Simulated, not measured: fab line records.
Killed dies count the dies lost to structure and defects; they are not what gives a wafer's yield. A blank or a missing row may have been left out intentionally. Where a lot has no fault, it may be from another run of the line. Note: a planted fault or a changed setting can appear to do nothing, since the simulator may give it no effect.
Which of the tools did it? / flow n5Finfet / 10 lots, 30 wafers sampled, at 5 steps of a route of 1938

== WHAT THE GAUGES SHOWED, per wafer ==
N5_BEOL_M4_RC_MEAS_101. Usual: DIBL_N 35.7 mV/V, standard deviation 1.3; DIBL_P 35.4 mV/V, standard deviation 1.8; IOFF_N 0.152 nA/um, standard deviation 0.027; IOFF_P 0.20 nA/um, standard deviation 0.034; ION_N 672 uA/um, standard deviation 9.8; ION_P 461 uA/um, standard deviation 7.5; SS_N 71.4 mV/dec, standard deviation 0.55; SS_P 73.1 mV/dec, standard deviation 0.61; VT_N 251 mV, standard deviation 3.3; VT_P -251 mV, standard deviation 3.6.
lot=L923; measured=day 7 23:58; on=prober-01; DIBL_N (mV/V)=34.0 35.2 34.4; DIBL_P (mV/V)=32.5 34.1 34.2; IOFF_N (nA/um)=0.114 0.133 0.126; IOFF_P (nA/um)=0.16 0.18 0.18; ION_N (uA/um)=661 670 659; ION_P (uA/um)=457 464 452; SS_N (mV/dec)=70.3 70.6 71.3; SS_P (mV/dec)=72.7 73.5 73.0; VT_N (mV)=255 253 255; VT_P (mV)=-255 -251 -250; flag=
lot=L925; measured=day 8 13:11; on=prober-02; DIBL_N (mV/V)=34.3 34.6 33.5; DIBL_P (mV/V)=36.0 34.9 35.0; IOFF_N (nA/um)=0.149 0.144 0.146; IOFF_P (nA/um)=0.18 0.17 0.17; ION_N (uA/um)=676 664 670; ION_P (uA/um)=457 455 459; SS_N (mV/dec)=70.9 71.6 70.7; SS_P (mV/dec)=72.8 72.0 73.0; VT_N (mV)=252 254 251; VT_P (mV)=-255 -253 -252; flag=
lot=L930; measured=day 10 02:28; on=prober-02; DIBL_N (mV/V)=33.7 35.1 33.6; DIBL_P (mV/V)=32.3 34.0 32.7; IOFF_N (nA/um)=0.114 0.131 0.112; IOFF_P (nA/um)=0.16 0.19 0.17; ION_N (uA/um)=666 674 666; ION_P (uA/um)=458 463 467; SS_N (mV/dec)=70.7 71.6 72.0; SS_P (mV/dec)=72.2 72.7 72.5; VT_N (mV)=256 255 255; VT_P (mV)=-253 -253 -255; flag=
lot=L932; measured=day 10 11:20; on=prober-02; DIBL_N (mV/V)=37.7 35.7 34.8; DIBL_P (mV/V)=38.4 35.6 34.8; IOFF_N (nA/um)=0.186 0.148 0.139; IOFF_P (nA/um)=0.26 0.22 0.21; ION_N (uA/um)=680 662 677; ION_P (uA/um)=466 463 465; SS_N (mV/dec)=72.5 71.3 70.7; SS_P (mV/dec)=74.4 73.1 73.3; VT_N (mV)=250 250 250; VT_P (mV)=-245 -248 -248; flag=
lot=L933; measured=day 10 20:56; on=prober-02; DIBL_N (mV/V)=37.6 37.1 36.1; DIBL_P (mV/V)=35.4 35.1 34.5; IOFF_N (nA/um)=0.182 0.195 0.168; IOFF_P (nA/um)=0.22 0.23 0.21; ION_N (uA/um)=679 686 684; ION_P (uA/um)=466 469 468; SS_N (mV/dec)=71.1 70.6 70.3; SS_P (mV/dec)=72.9 73.9 73.2; VT_N (mV)=245 244 244; VT_P (mV)=-248 -245 -248; flag=
lot=L939; measured=day 12 15:07; on=prober-01; DIBL_N (mV/V)=34.7 33.4 35.4; DIBL_P (mV/V)=33.2 31.7 35.0; IOFF_N (nA/um)=0.143 0.122 0.164; IOFF_P (nA/um)=0.19 0.17 0.21; ION_N (uA/um)=674 666 676; ION_P (uA/um)=463 462 469; SS_N (mV/dec)=72.2 71.8 72.1; SS_P (mV/dec)=73.0 73.3 73.5; VT_N (mV)=252 254 252; VT_P (mV)=-249 -251 -249; flag=
lot=L940; measured=day 12 16:40; on=prober-02; DIBL_N (mV/V)=39.0 38.2 37.7; DIBL_P (mV/V)=38.9 37.8 37.7; IOFF_N (nA/um)=0.201 0.196 0.175; IOFF_P (nA/um)=0.28 0.27 0.26; ION_N (uA/um)=685 691 677; ION_P (uA/um)=474 479 472; SS_N (mV/dec)=71.8 72.4 71.4; SS_P (mV/dec)=74.3 74.4 74.6; VT_N (mV)=246 248 248; VT_P (mV)=-246 -244 -244; flag=
lot=L942; measured=day 12 17:35; on=prober-02; DIBL_N (mV/V)=33.4 33.5 36.0; DIBL_P (mV/V)=34.1 33.9 36.6; IOFF_N (nA/um)=0.116 0.108 0.151; IOFF_P (nA/um)=0.15 0.15 0.18; ION_N (uA/um)=656 649 663; ION_P (uA/um)=451 445 452; SS_N (mV/dec)=71.0 70.8 71.3; SS_P (mV/dec)=72.4 72.5 73.1; VT_N (mV)=256 258 251; VT_P (mV)=-258 -256 -257; flag=
lot=L944; measured=day 13 20:10; on=prober-01; DIBL_N (mV/V)=34.3 36.4 35.3; DIBL_P (mV/V)=34.6 36.6 35.2; IOFF_N (nA/um)=0.123 0.150 0.124; IOFF_P (nA/um)=0.18 0.20 0.17; ION_N (uA/um)=663 673 667; ION_P (uA/um)=458 464 456; SS_N (mV/dec)=71.2 71.5 71.2; SS_P (mV/dec)=72.0 73.5 72.7; VT_N (mV)=253 250 253; VT_P (mV)=-252 -250 -251; flag=
lot=L945; measured=day 14 06:29; on=prober-02; DIBL_N (mV/V)=34.8 33.8 35.4; DIBL_P (mV/V)=33.5 32.4 34.7; IOFF_N (nA/um)=0.121 0.104 0.132; IOFF_P (nA/um)=0.19 0.17 0.20; ION_N (uA/um)=674 653 668; ION_P (uA/um)=459 457 467; SS_N (mV/dec)=70.5 70.8 71.3; SS_P (mV/dec)=73.0 72.3 73.0; VT_N (mV)=254 259 252; VT_P (mV)=-252 -253 -249; flag=

== WHICH TOOL RAN EACH LOT (tool, then ch and the chambers of the sampled wafers, then the start) ==
lot=L923; N5_BEOL_M1_SURFACE_TREAT_85=pvdSputter-01, day 6 11:13; N5_BEOL_M1_ANNEAL_87=pvdSputter-03, day 6 12:16; N5_BEOL_M1_ANNEAL_91=pvdSputter-03, day 6 12:42; N5_BEOL_M1_SPUTTER_92=pvdSputter-03, day 6 12:50
lot=L925; N5_BEOL_M1_SURFACE_TREAT_85=pvdSputter-03, day 7 00:28; N5_BEOL_M1_ANNEAL_87=pvdSputter-03, day 7 01:26; N5_BEOL_M1_ANNEAL_91=pvdSputter-03, day 7 01:53; N5_BEOL_M1_SPUTTER_92=pvdSputter-03, day 7 02:01
lot=L930; N5_BEOL_M1_SURFACE_TREAT_85=pvdSputter-02, day 8 11:37; N5_BEOL_M1_ANNEAL_87=pvdSputter-03, day 8 12:35; N5_BEOL_M1_ANNEAL_91=pvdSputter-03, day 8 13:02; N5_BEOL_M1_SPUTTER_92=pvdSputter-03, day 8 13:10
lot=L932; N5_BEOL_M1_SURFACE_TREAT_85=pvdSputter-01, day 8 23:20; N5_BEOL_M1_ANNEAL_87=pvdSputter-01, day 9 00:22; N5_BEOL_M1_ANNEAL_91=pvdSputter-01, day 9 00:48; N5_BEOL_M1_SPUTTER_92=pvdSputter-01, day 9 00:56
lot=L933; N5_BEOL_M1_SURFACE_TREAT_85=pvdSputter-01, day 9 04:05; N5_BEOL_M1_ANNEAL_87=pvdSputter-01, day 9 05:15; N5_BEOL_M1_ANNEAL_91=pvdSputter-01, day 9 05:41; N5_BEOL_M1_SPUTTER_92=pvdSputter-01, day 9 05:50
lot=L939; N5_BEOL_M1_SURFACE_TREAT_85=pvdSputter-02, day 10 16:14; N5_BEOL_M1_ANNEAL_87=pvdSputter-03, day 10 17:25; N5_BEOL_M1_ANNEAL_91=pvdSputter-03, day 10 17:52; N5_BEOL_M1_SPUTTER_92=pvdSputter-03, day 10 18:00
lot=L940; N5_BEOL_M1_SURFACE_TREAT_85=pvdSputter-03, day 11 00:31; N5_BEOL_M1_ANNEAL_87=pvdSputter-03, day 11 01:33; N5_BEOL_M1_ANNEAL_91=pvdSputter-03, day 11 01:59; N5_BEOL_M1_SPUTTER_92=pvdSputter-03, day 11 02:08
lot=L942; N5_BEOL_M1_SURFACE_TREAT_85=pvdSputter-02, day 11 03:52; N5_BEOL_M1_ANNEAL_87=pvdSputter-01, day 11 06:26; N5_BEOL_M1_ANNEAL_91=pvdSputter-01, day 11 06:52; N5_BEOL_M1_SPUTTER_92=pvdSputter-01, day 11 07:01
lot=L944; N5_BEOL_M1_SURFACE_TREAT_85=pvdSputter-03, day 11 23:44; N5_BEOL_M1_ANNEAL_87=pvdSputter-02, day 12 00:54; N5_BEOL_M1_ANNEAL_91=pvdSputter-02, day 12 01:20; N5_BEOL_M1_SPUTTER_92=pvdSputter-02, day 12 01:29
lot=L945; N5_BEOL_M1_SURFACE_TREAT_85=pvdSputter-02, day 12 15:58; N5_BEOL_M1_ANNEAL_87=pvdSputter-01, day 12 16:56; N5_BEOL_M1_ANNEAL_91=pvdSputter-01, day 12 17:23; N5_BEOL_M1_SPUTTER_92=pvdSputter-01, day 12 17:31
- N5_BEOL_M1_SURFACE_TREAT_85
- N5_BEOL_M1_ANNEAL_87: time 240 s.
- N5_BEOL_M1_ANNEAL_91: time 240 s.
- N5_BEOL_M1_SPUTTER_92: material Cu, target thk 4.5 nm, time 8.29 s.

== WHAT THE TOOLS THEMSELVES READ (means of the sampled wafers that have a number; where no wafer has one, the mark that the record gives instead) ==
N5_BEOL_M1_ANNEAL_87. Usual: heaterPowerW 856 W, standard deviation 80.
lot=L923; tool=pvdSputter-03; heaterPowerW (W)=827; flag=
lot=L925; tool=pvdSputter-03; heaterPowerW (W)=817; flag=
lot=L930; tool=pvdSputter-03; heaterPowerW (W)=819; flag=
lot=L932; tool=pvdSputter-01; heaterPowerW (W)=845; flag=
lot=L933; tool=pvdSputter-01; heaterPowerW (W)=899; flag=
lot=L939; tool=pvdSputter-03; heaterPowerW (W)=794; flag=
lot=L940; tool=pvdSputter-03; heaterPowerW (W)=813; flag=
lot=L942; tool=pvdSputter-01; heaterPowerW (W)=859; flag=
lot=L944; tool=pvdSputter-02; heaterPowerW (W)=970; flag=
lot=L945; tool=pvdSputter-01; heaterPowerW (W)=828; flag=

N5_BEOL_M1_ANNEAL_91. Usual: heaterPowerW 858 W, standard deviation 80.
lot=L923; tool=pvdSputter-03; heaterPowerW (W)=817; flag=
lot=L925; tool=pvdSputter-03; heaterPowerW (W)=812; flag=
lot=L930; tool=pvdSputter-03; heaterPowerW (W)=821; flag=
lot=L932; tool=pvdSputter-01; heaterPowerW (W)=834; flag=
lot=L933; tool=pvdSputter-01; heaterPowerW (W)=909; flag=
lot=L939; tool=pvdSputter-03; heaterPowerW (W)=792; flag=
lot=L940; tool=pvdSputter-03; heaterPowerW (W)=819; flag=
lot=L942; tool=pvdSputter-01; heaterPowerW (W)=850; flag=
lot=L944; tool=pvdSputter-02; heaterPowerW (W)=993; flag=
lot=L945; tool=pvdSputter-01; heaterPowerW (W)=816; flag=

N5_BEOL_M1_SPUTTER_92. Usual: chamberPressurePa 0.07 Pa, standard deviation 0.00016; chuckGasFlowSccm 1.25 sccm, standard deviation 0.055; substrateTempC -19.97 C, standard deviation 0.097; throttleValvePct 29.8 %, standard deviation 0.79.
lot=L923; tool=pvdSputter-03; chamberPressurePa (Pa)=0.07; chuckGasFlowSccm (sccm)=1.26; substrateTempC (C)=-20.01; throttleValvePct (%)=29.5; flag=
lot=L925; tool=pvdSputter-03; chamberPressurePa (Pa)=0.07; chuckGasFlowSccm (sccm)=1.25; substrateTempC (C)=-20.04; throttleValvePct (%)=29.4; flag=
lot=L930; tool=pvdSputter-03; chamberPressurePa (Pa)=0.07; chuckGasFlowSccm (sccm)=1.22; substrateTempC (C)=-20.00; throttleValvePct (%)=29.3; flag=
lot=L932; tool=pvdSputter-01; chamberPressurePa (Pa)=0.07; chuckGasFlowSccm (sccm)=1.19; substrateTempC (C)=-20.02; throttleValvePct (%)=29.5; flag=
lot=L933; tool=pvdSputter-01; chamberPressurePa (Pa)=0.07; chuckGasFlowSccm (sccm)=1.27; substrateTempC (C)=-19.99; throttleValvePct (%)=30.1; flag=
lot=L939; tool=pvdSputter-03; chamberPressurePa (Pa)=0.07; chuckGasFlowSccm (sccm)=1.27; substrateTempC (C)=-20.00; throttleValvePct (%)=29.1; flag=
lot=L940; tool=pvdSputter-03; chamberPressurePa (Pa)=0.07; chuckGasFlowSccm (sccm)=1.20; substrateTempC (C)=-20.03; throttleValvePct (%)=28.8; flag=
lot=L942; tool=pvdSputter-01; chamberPressurePa (Pa)=0.07; chuckGasFlowSccm (sccm)=1.25; substrateTempC (C)=-19.99; throttleValvePct (%)=29.6; flag=
lot=L944; tool=pvdSputter-02; chamberPressurePa (Pa)=0.07; chuckGasFlowSccm (sccm)=1.30; substrateTempC (C)=-19.91; throttleValvePct (%)=30.4; flag=
lot=L945; tool=pvdSputter-01; chamberPressurePa (Pa)=0.07; chuckGasFlowSccm (sccm)=1.30; substrateTempC (C)=-19.96; throttleValvePct (%)=29.8; flag=

== THE ANSWER, worked out from the rows above alone ==
Rule: a lot counts as off when the mean over its wafers that have a number is more than 3 standard deviations away from the usual mean. Also off: a lot with no number at a reading for which 4 or more lots have one. The other lots that the step has rows for count as sound. Order of review: gauges by route order, followed by the tools' own readings, for which a lot's mean as printed above is used. At the first step where some lot is off, the reading lying furthest off is the one used; lots without a number count as furthest.
No lot is off on any of the readings shown, so nothing can be concluded from this.

== WHAT THE SIMULATOR HAD PUT IN ==
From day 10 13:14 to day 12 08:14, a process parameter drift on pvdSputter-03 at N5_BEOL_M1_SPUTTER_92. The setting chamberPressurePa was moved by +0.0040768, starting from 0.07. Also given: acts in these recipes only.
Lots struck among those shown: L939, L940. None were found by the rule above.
